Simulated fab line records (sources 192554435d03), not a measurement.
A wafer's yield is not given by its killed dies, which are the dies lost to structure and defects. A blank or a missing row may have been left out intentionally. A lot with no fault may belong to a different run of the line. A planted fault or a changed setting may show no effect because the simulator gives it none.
Matching of chambers	flow n5Finfet	N5_BEOL_M6_STRIP_19 on rieDiel-01: 4 sister chambers
The step strips in O2. 4 wafers are shown with their chamber, then 7 later ones without.

== WAFERS PAIRED WITH THEIR CHAMBERS ==
wafer	chamber	drypumpMotorCurrentA (A)
L081.4	3	4.9
L085.1	2	6.3
L087.1	0	4.9
L087.4	1	4.7

== WAFERS WITH NO CHAMBER GIVEN ==
wafer	drypumpMotorCurrentA (A)
L087.6	4.9
L089.2	4.9
L089.5	4.8
L089.6	4.9
L092.2	4.7
L092.3	6.3
L092.5	4.9

== EACH ONE'S CHAMBER ==
wafer	from the rows above	in truth
L087.6	can't be placed: 0 or 3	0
L089.2	can't be placed: 0 or 3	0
L089.5	can't be placed: 1 or 0 or 3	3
L089.6	can't be placed: 0 or 3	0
L092.2	1	1
L092.3	2	2
L092.5	can't be placed: 0 or 3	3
Placed correctly: 2 of 7. Cannot be placed on the basis of these rows: 5; the candidates contain the true chamber in 5. 0 placed wrongly.
How it was worked out, from the rows above alone: a wafer's distance from a chamber is the root of the sum, over the readings, of the square of ((its reading less the chamber's mean) divided by the reading's scatter). If the next closest chamber is less than 2 further off than the closest, the wafer can't be placed; otherwise it belongs to the closest. The mean given for a chamber averages the wafers shown for that chamber. The scatter: with one shown wafer a chamber, the root of the mean of the squares of how far each hidden wafer lies from its nearest shown one.
